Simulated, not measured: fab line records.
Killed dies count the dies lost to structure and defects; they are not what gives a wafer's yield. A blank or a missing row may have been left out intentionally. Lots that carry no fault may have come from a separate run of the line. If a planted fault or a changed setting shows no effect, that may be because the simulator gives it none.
Which of the tools did it? / flow n5_finfet / 66 wafers from 22 lots sampled at 4 of the route's 1938 steps

## WHAT EACH GAUGE READ, for each wafer
N5_BEOL_M8_THK_MEAS_53: measures by xrf. Usual: M8_THK typically reads 80.4 nm, with standard deviation 2.3.
lot=L074; measured=day 9 10:09; on=film_metro-02; M8_THK (nm)=81.0 83.0 79.4; flag=
lot=L075; measured=day 9 15:23; on=film_metro-01; M8_THK (nm)=77.7 77.8 85.0; flag=
lot=L076; measured=day 10 00:11; on=film_metro-01; M8_THK (nm)=81.1 81.5 80.0; flag=
lot=L077; measured=day 10 00:18; on=film_metro-02; M8_THK (nm)=77.9 82.9 81.6; flag=
lot=L078; measured=day 10 07:59; on=film_metro-01; M8_THK (nm)=83.2 80.8 81.5; flag=
lot=L079; measured=day 10 14:58; on=film_metro-02; M8_THK (nm)=83.7 78.8 83.2; flag=
lot=L080; measured=day 10 17:26; on=film_metro-02; M8_THK (nm)=79.6 82.3 77.0; flag=
lot=L082; measured=day 11 05:08; on=film_metro-02; M8_THK (nm)=84.2 81.1 82.7; flag=
lot=L081; measured=day 11 08:55; on=film_metro-02; M8_THK (nm)=75.0 82.1 71.9; flag=
lot=L083; measured=day 11 14:31; on=film_metro-02; M8_THK (nm)=78.6 76.0 80.1; flag=
lot=L084; measured=day 11 22:07; on=film_metro-02; M8_THK (nm)=77.0 80.4 79.6; flag=
lot=L086; measured=day 12 03:24; on=film_metro-02; M8_THK (nm)=80.7 78.5 80.0; flag=
lot=L085; measured=day 12 14:14; on=film_metro-01; M8_THK (nm)=82.6 77.2 81.5; flag=
lot=L087; measured=day 12 14:14; on=film_metro-01; M8_THK (nm)=83.0 83.3 80.2; flag=
lot=L088; measured=day 12 20:55; on=film_metro-02; M8_THK (nm)=82.7 81.1 81.8; flag=
lot=L089; measured=day 12 21:05; on=film_metro-02; M8_THK (nm)=80.1 82.7 81.3; flag=
lot=L090; measured=day 13 13:22; on=film_metro-02; M8_THK (nm)=79.0 74.9 79.0; flag=
lot=L091; measured=day 13 21:08; on=film_metro-02; M8_THK (nm)=81.5 81.7 80.1; flag=
lot=L092; measured=day 14 00:45; on=film_metro-01; M8_THK (nm)=82.9 84.3 81.2; flag=
lot=L094; measured=day 14 10:02; on=film_metro-02; M8_THK (nm)=81.8 79.2 79.6; flag=
lot=L095; measured=day 14 17:38; on=film_metro-01; M8_THK (nm)=79.5 78.9 81.1; flag=
lot=L097; measured=day 15 01:00; on=film_metro-02; M8_THK (nm)=81.4 80.9 82.0; flag=

N5_BEOL_M10_OVL_MEAS_12. Usual: M10_OVL typically reads 0.0 nm, with standard deviation 0.9.
lot=L074; measured=day 9 20:40; on=overlay-01; M10_OVL (nm)=0.0 -0.6 -1.5; flag=
lot=L075; measured=day 10 00:01; on=overlay-01; M10_OVL (nm)=1.3 0.3 1.7; flag=
lot=L076; measured=day 10 10:48; on=overlay-02; M10_OVL (nm)=-0.1 -1.2 0.5; flag=
lot=L077; measured=day 10 10:51; on=overlay-02; M10_OVL (nm)=-0.1 0.4 -0.2; flag=
lot=L078; measured=day 10 17:44; on=overlay-02; M10_OVL (nm)=-1.1 -0.1 -1.1; flag=
lot=L079; measured=day 11 02:05; on=overlay-02; M10_OVL (nm)=0.1 -1.0 -0.5; flag=
lot=L080; measured=day 11 02:29; on=overlay-02; M10_OVL (nm)=1.9 -1.1 0.4; flag=
lot=L082; measured=day 11 18:11; on=overlay-01; M10_OVL (nm)=-0.5 -1.3 -1.1; flag=
lot=L081; measured=day 11 22:30; on=overlay-02; M10_OVL (nm)=0.6 0.5 0.2; flag=
lot=L083; measured=day 11 23:17; on=overlay-02; M10_OVL (nm)=-0.6 -0.2 0.1; flag=
lot=L084; measured=day 12 07:52; on=overlay-02; M10_OVL (nm)=-0.3 -0.7 -1.6; flag=
lot=L086; measured=day 12 11:32; on=overlay-02; M10_OVL (nm)=-1.9 -1.0 -1.7; flag=
lot=L085; measured=day 13 02:17; on=overlay-01; M10_OVL (nm)=1.4 1.2 1.1; flag=
lot=L087; measured=day 13 02:55; on=overlay-02; M10_OVL (nm)=-0.4 -0.1 -0.3; flag=
lot=L088; measured=day 13 07:08; on=overlay-01; M10_OVL (nm)=0.0 -0.2 0.1; flag=
lot=L089; measured=day 13 06:53; on=overlay-02; M10_OVL (nm)=-0.2 -1.2 -0.4; flag=
lot=L090; measured=day 14 00:24; on=overlay-01; M10_OVL (nm)=-0.7 1.0 -2.0; flag=
lot=L091; measured=day 14 08:10; on=overlay-02; M10_OVL (nm)=1.2 0.3 0.5; flag=
lot=L092; measured=day 14 10:23; on=overlay-02; M10_OVL (nm)=0.2 0.3 -0.8; flag=
lot=L094; measured=day 14 23:13; on=overlay-02; M10_OVL (nm)=0.2 0.4 1.1; flag=
lot=L095; measured=day 15 03:54; on=overlay-01; M10_OVL (nm)=-0.1 -0.8 -0.1; flag=
lot=L097; measured=day 15 12:55; on=overlay-01; M10_OVL (nm)=0.2 0.3 0.7; flag=

## WHAT TOOL EACH LOT RAN ON (gives the tool, then ch and the chambers of the sampled wafers, and finally the start)
lot=L074; N5_BEOL_M8_DEP_56=pecvd-01 ch 0,1,2, day 9 10:13; N5_BEOL_M9_STRIP_36=rie_diel-06 ch 0,1,3, day 9 15:39
lot=L075; N5_BEOL_M8_DEP_56=pecvd-01 ch 0,1, day 9 15:27; N5_BEOL_M9_STRIP_36=rie_diel-03 ch 0,1,3, day 9 19:04
lot=L076; N5_BEOL_M8_DEP_56=pecvd-01 ch 0,1,2, day 10 00:16; N5_BEOL_M9_STRIP_36=rie_diel-06 ch 0,1, day 10 04:12
lot=L077; N5_BEOL_M8_DEP_56=pecvd-04 ch 0,1,2, day 10 00:22; N5_BEOL_M9_STRIP_36=rie_diel-06 ch 0,2,3, day 10 06:27
lot=L078; N5_BEOL_M8_DEP_56=pecvd-01 ch 0,1, day 10 08:02; N5_BEOL_M9_STRIP_36=rie_diel-06 ch 1,2,3, day 10 12:52
lot=L079; N5_BEOL_M8_DEP_56=pecvd-04 ch 0,1, day 10 15:02; N5_BEOL_M9_STRIP_36=rie_diel-03 ch 0,3, day 10 19:10
lot=L080; N5_BEOL_M8_DEP_56=pecvd-01 ch 0,1,2, day 10 17:29; N5_BEOL_M9_STRIP_36=rie_diel-06 ch 2,3, day 10 21:41
lot=L082; N5_BEOL_M8_DEP_56=pecvd-01 ch 1,2, day 11 05:12; N5_BEOL_M9_STRIP_36=rie_diel-03 ch 0,1,3, day 11 12:22
lot=L081; N5_BEOL_M8_DEP_56=pecvd-02 ch 0,1,2, day 11 08:59; N5_BEOL_M9_STRIP_36=rie_diel-03 ch 0,2,3, day 11 17:14
lot=L083; N5_BEOL_M8_DEP_56=pecvd-04 ch 0,1, day 11 14:37; N5_BEOL_M9_STRIP_36=rie_diel-03 ch 1,3, day 11 19:17
lot=L084; N5_BEOL_M8_DEP_56=pecvd-02 ch 0,2, day 11 22:11; N5_BEOL_M9_STRIP_36=rie_diel-06 ch 0,2,3, day 12 02:58
lot=L086; N5_BEOL_M8_DEP_56=pecvd-02 ch 0,1,2, day 12 03:28; N5_BEOL_M9_STRIP_36=rie_diel-03 ch 0,2,3, day 12 07:02
lot=L085; N5_BEOL_M8_DEP_56=pecvd-02 ch 1,2, day 12 14:18; N5_BEOL_M9_STRIP_36=rie_diel-05 ch 2,3, day 12 18:53
lot=L087; N5_BEOL_M8_DEP_56=pecvd-01 ch 0,1,2, day 12 14:23; N5_BEOL_M9_STRIP_36=rie_diel-05 ch 0,3, day 12 19:44
lot=L088; N5_BEOL_M8_DEP_56=pecvd-02 ch 0,1, day 12 20:58; N5_BEOL_M9_STRIP_36=rie_diel-03 ch 0,1,2, day 13 01:37
lot=L089; N5_BEOL_M8_DEP_56=pecvd-02 ch 0,2, day 12 21:08; N5_BEOL_M9_STRIP_36=rie_diel-05 ch 0,1,3, day 13 01:32
lot=L090; N5_BEOL_M8_DEP_56=pecvd-02 ch 0,1,2, day 13 13:27; N5_BEOL_M9_STRIP_36=rie_diel-03 ch 0,3, day 13 19:50
lot=L091; N5_BEOL_M8_DEP_56=pecvd-01 ch 1,2, day 13 21:11; N5_BEOL_M9_STRIP_36=rie_diel-05 ch 1,2, day 14 03:09
lot=L092; N5_BEOL_M8_DEP_56=pecvd-01 ch 0,1,2, day 14 00:49; N5_BEOL_M9_STRIP_36=rie_diel-03 ch 0,1,3, day 14 05:25
lot=L094; N5_BEOL_M8_DEP_56=pecvd-01 ch 0,1,2, day 14 10:06; N5_BEOL_M9_STRIP_36=rie_diel-03 ch 0,2,3, day 14 18:03
lot=L095; N5_BEOL_M8_DEP_56=pecvd-01 ch 0,1,2, day 14 17:41; N5_BEOL_M9_STRIP_36=rie_diel-06 ch 0,2,3, day 14 21:56
lot=L097; N5_BEOL_M8_DEP_56=pecvd-01 ch 1,2, day 15 01:05; N5_BEOL_M9_STRIP_36=rie_diel-03 ch 0,1,3, day 15 05:38
- N5_BEOL_M8_DEP_56: deposits SiCN from 3MS/NH3, target thk 10 nm, time 17.5 s.
- N5_BEOL_M9_STRIP_36: strips in N2/H2.

## AS READ BY THE TOOLS THEMSELVES (means over the sampled wafers that have a number; for cases with no such wafer, the mark the record gives instead)
N5_BEOL_M8_DEP_56. Usual: showerhead_plenum_p_Torr 3.659 Torr, standard deviation 0.0099; throttle_valve_pct 8.9 %, standard deviation 0.43.
lot=L074; tool=pecvd-01; showerhead_plenum_p_Torr (Torr)=3.659; throttle_valve_pct (%)=8.8; flag=
lot=L075; tool=pecvd-01; showerhead_plenum_p_Torr (Torr)=3.662; throttle_valve_pct (%)=8.9; flag=
lot=L076; tool=pecvd-01; showerhead_plenum_p_Torr (Torr)=3.665; throttle_valve_pct (%)=8.8; flag=
lot=L077; tool=pecvd-04; showerhead_plenum_p_Torr (Torr)=3.656; throttle_valve_pct (%)=9.2; flag=
lot=L078; tool=pecvd-01; showerhead_plenum_p_Torr (Torr)=3.663; throttle_valve_pct (%)=8.7; flag=
lot=L079; tool=pecvd-04; showerhead_plenum_p_Torr (Torr)=3.654; throttle_valve_pct (%)=9.6; flag=
lot=L080; tool=pecvd-01; showerhead_plenum_p_Torr (Torr)=3.662; throttle_valve_pct (%)=8.7; flag=
lot=L082; tool=pecvd-01; showerhead_plenum_p_Torr (Torr)=3.670; throttle_valve_pct (%)=8.8; flag=
lot=L081; tool=pecvd-02; showerhead_plenum_p_Torr (Torr)=3.651; throttle_valve_pct (%)=8.8; flag=
lot=L083; tool=pecvd-04; showerhead_plenum_p_Torr (Torr)=3.655; throttle_valve_pct (%)=9.5; flag=
lot=L084; tool=pecvd-02; showerhead_plenum_p_Torr (Torr)=3.656; throttle_valve_pct (%)=8.4; flag=
lot=L086; tool=pecvd-02; showerhead_plenum_p_Torr (Torr)=3.652; throttle_valve_pct (%)=8.6; flag=
lot=L085; tool=pecvd-02; showerhead_plenum_p_Torr (Torr)=3.650; throttle_valve_pct (%)=9.0; flag=
lot=L087; tool=pecvd-01; showerhead_plenum_p_Torr (Torr)=3.663; throttle_valve_pct (%)=8.9; flag=
lot=L088; tool=pecvd-02; showerhead_plenum_p_Torr (Torr)=3.652; throttle_valve_pct (%)=9.1; flag=
lot=L089; tool=pecvd-02; showerhead_plenum_p_Torr (Torr)=3.657; throttle_valve_pct (%)=8.6; flag=
lot=L090; tool=pecvd-02; showerhead_plenum_p_Torr (Torr)=3.651; throttle_valve_pct (%)=8.8; flag=
lot=L091; tool=pecvd-01; showerhead_plenum_p_Torr (Torr)=3.669; throttle_valve_pct (%)=8.9; flag=
lot=L092; tool=pecvd-01; showerhead_plenum_p_Torr (Torr)=3.666; throttle_valve_pct (%)=8.7; flag=
lot=L094; tool=pecvd-01; showerhead_plenum_p_Torr (Torr)=3.667; throttle_valve_pct (%)=8.9; flag=
lot=L095; tool=pecvd-01; showerhead_plenum_p_Torr (Torr)=3.665; throttle_valve_pct (%)=8.9; flag=
lot=L097; tool=pecvd-01; showerhead_plenum_p_Torr (Torr)=3.667; throttle_valve_pct (%)=8.7; flag=

N5_BEOL_M9_STRIP_36. Usual: chamber_pressure_mTorr 20.00 mTorr (standard deviation 0.034); drypump_motor_current_A 5.7 A (standard deviation 0.31); oes_product_au 0.74 a.u. (standard deviation 0.071); power_w 450.0 W (standard deviation 1.2); rf_vpp_V 59.3 V (standard deviation 1.4); showerhead_plenum_p_Torr 2.53 Torr (standard deviation 0.085); throttle_valve_pct 23.83 % (standard deviation 0.26).
lot=L074; tool=rie_diel-06; chamber_pressure_mTorr (mTorr)=20.03; drypump_motor_current_A (A)=5.9; oes_product_au (a.u.)=0.78; power_w (W)=449.9; rf_vpp_V (V)=59.3; showerhead_plenum_p_Torr (Torr)=2.58; throttle_valve_pct (%)=23.87; flag=
lot=L075; tool=rie_diel-03; chamber_pressure_mTorr (mTorr)=19.98; drypump_motor_current_A (A)=5.6; oes_product_au (a.u.)=0.71; power_w (W)=451.5; rf_vpp_V (V)=58.2; showerhead_plenum_p_Torr (Torr)=2.49; throttle_valve_pct (%)=24.00; flag=
lot=L076; tool=rie_diel-06; chamber_pressure_mTorr (mTorr)=19.99; drypump_motor_current_A (A)=5.8; oes_product_au (a.u.)=0.73; power_w (W)=449.2; rf_vpp_V (V)=59.4; showerhead_plenum_p_Torr (Torr)=2.55; throttle_valve_pct (%)=23.85; flag=
lot=L077; tool=rie_diel-06; chamber_pressure_mTorr (mTorr)=19.99; drypump_motor_current_A (A)=5.7; oes_product_au (a.u.)=0.77; power_w (W)=449.6; rf_vpp_V (V)=59.1; showerhead_plenum_p_Torr (Torr)=2.54; throttle_valve_pct (%)=23.89; flag=
lot=L078; tool=rie_diel-06; chamber_pressure_mTorr (mTorr)=20.04; drypump_motor_current_A (A)=5.7; oes_product_au (a.u.)=0.77; power_w (W)=450.8; rf_vpp_V (V)=60.4; showerhead_plenum_p_Torr (Torr)=2.58; throttle_valve_pct (%)=23.84; flag=
lot=L079; tool=rie_diel-03; chamber_pressure_mTorr (mTorr)=19.98; drypump_motor_current_A (A)=5.3; oes_product_au (a.u.)=0.71; power_w (W)=449.1; rf_vpp_V (V)=59.1; showerhead_plenum_p_Torr (Torr)=2.52; throttle_valve_pct (%)=24.10; flag=
lot=L080; tool=rie_diel-06; chamber_pressure_mTorr (mTorr)=20.00; drypump_motor_current_A (A)=5.7; oes_product_au (a.u.)=0.81; power_w (W)=449.3; rf_vpp_V (V)=58.8; showerhead_plenum_p_Torr (Torr)=2.56; throttle_valve_pct (%)=23.90; flag=
lot=L082; tool=rie_diel-03; chamber_pressure_mTorr (mTorr)=20.01; drypump_motor_current_A (A)=5.6; oes_product_au (a.u.)=0.70; power_w (W)=449.6; rf_vpp_V (V)=58.2; showerhead_plenum_p_Torr (Torr)=2.48; throttle_valve_pct (%)=24.03; flag=
lot=L081; tool=rie_diel-03; chamber_pressure_mTorr (mTorr)=20.01; drypump_motor_current_A (A)=5.4; oes_product_au (a.u.)=0.76; power_w (W)=449.7; rf_vpp_V (V)=59.3; showerhead_plenum_p_Torr (Torr)=2.58; throttle_valve_pct (%)=23.86; flag=
lot=L083; tool=rie_diel-03; chamber_pressure_mTorr (mTorr)=19.98; drypump_motor_current_A (A)=5.9; oes_product_au (a.u.)=0.70; power_w (W)=451.1; rf_vpp_V (V)=59.4; showerhead_plenum_p_Torr (Torr)=2.45; throttle_valve_pct (%)=23.96; flag=
lot=L084; tool=rie_diel-06; chamber_pressure_mTorr (mTorr)=20.01; drypump_motor_current_A (A)=5.7; oes_product_au (a.u.)=0.75; power_w (W)=449.6; rf_vpp_V (V)=58.5; showerhead_plenum_p_Torr (Torr)=2.54; throttle_valve_pct (%)=23.92; flag=
lot=L086; tool=rie_diel-03; chamber_pressure_mTorr (mTorr)=19.98; drypump_motor_current_A (A)=5.4; oes_product_au (a.u.)=0.76; power_w (W)=451.4; rf_vpp_V (V)=58.5; showerhead_plenum_p_Torr (Torr)=2.58; throttle_valve_pct (%)=23.88; flag=
lot=L085; tool=rie_diel-05; chamber_pressure_mTorr (mTorr)=20.02; drypump_motor_current_A (A)=5.8; oes_product_au (a.u.)=0.84; power_w (W)=450.2; rf_vpp_V (V)=59.3; showerhead_plenum_p_Torr (Torr)=2.61; throttle_valve_pct (%)=23.63; flag=
lot=L087; tool=rie_diel-05; chamber_pressure_mTorr (mTorr)=20.02; drypump_motor_current_A (A)=6.0; oes_product_au (a.u.)=0.81; power_w (W)=449.8; rf_vpp_V (V)=59.5; showerhead_plenum_p_Torr (Torr)=2.60; throttle_valve_pct (%)=23.84; flag=
lot=L088; tool=rie_diel-03; chamber_pressure_mTorr (mTorr)=20.00; drypump_motor_current_A (A)=5.7; oes_product_au (a.u.)=0.74; power_w (W)=450.3; rf_vpp_V (V)=59.4; showerhead_plenum_p_Torr (Torr)=2.54; throttle_valve_pct (%)=23.84; flag=
lot=L089; tool=rie_diel-05; chamber_pressure_mTorr (mTorr)=19.99; drypump_motor_current_A (A)=5.9; oes_product_au (a.u.)=0.76; power_w (W)=449.2; rf_vpp_V (V)=58.7; showerhead_plenum_p_Torr (Torr)=2.54; throttle_valve_pct (%)=23.62; flag=
lot=L090; tool=rie_diel-03; chamber_pressure_mTorr (mTorr)=20.01; drypump_motor_current_A (A)=5.3; oes_product_au (a.u.)=0.68; power_w (W)=451.6; rf_vpp_V (V)=59.3; showerhead_plenum_p_Torr (Torr)=2.51; throttle_valve_pct (%)=24.13; flag=
lot=L091; tool=rie_diel-05; chamber_pressure_mTorr (mTorr)=20.01; drypump_motor_current_A (A)=5.7; oes_product_au (a.u.)=0.75; power_w (W)=449.3; rf_vpp_V (V)=59.3; showerhead_plenum_p_Torr (Torr)=2.52; throttle_valve_pct (%)=23.40; flag=
lot=L092; tool=rie_diel-03; chamber_pressure_mTorr (mTorr)=20.00; drypump_motor_current_A (A)=5.6; oes_product_au (a.u.)=0.69; power_w (W)=449.6; rf_vpp_V (V)=59.1; showerhead_plenum_p_Torr (Torr)=2.47; throttle_valve_pct (%)=24.06; flag=
lot=L094; tool=rie_diel-03; chamber_pressure_mTorr (mTorr)=20.00; drypump_motor_current_A (A)=5.4; oes_product_au (a.u.)=0.75; power_w (W)=448.9; rf_vpp_V (V)=60.6; showerhead_plenum_p_Torr (Torr)=2.57; throttle_valve_pct (%)=23.91; flag=
lot=L095; tool=rie_diel-06; chamber_pressure_mTorr (mTorr)=20.03; drypump_motor_current_A (A)=5.7; oes_product_au (a.u.)=0.85; power_w (W)=450.4; rf_vpp_V (V)=59.8; showerhead_plenum_p_Torr (Torr)=2.53; throttle_valve_pct (%)=23.78; flag=
lot=L097; tool=rie_diel-03; chamber_pressure_mTorr (mTorr)=20.00; drypump_motor_current_A (A)=5.6; oes_product_au (a.u.)=0.69; power_w (W)=449.9; rf_vpp_V (V)=58.4; showerhead_plenum_p_Torr (Torr)=2.47; throttle_valve_pct (%)=24.07; flag=

## THE ANSWER, worked out from the rows above alone
Rule: take the mean of a lot's wafers that have a number; if it is more than 3 standard deviations from the usual mean, the lot is off. Also off: a lot with no number at a reading for which 4 or more lots have one. The other lots that the step has rows for count as sound. First the gauges in route order, then the tools' own readings, where a lot's mean is used as printed above. The first step at which some lot is off is used, and at that step the reading that is off furthest; a lot without a number counts as furthest.
No lot is off at any reading shown: from this, nothing can be told.

## WHAT THE SIMULATOR PUT IN
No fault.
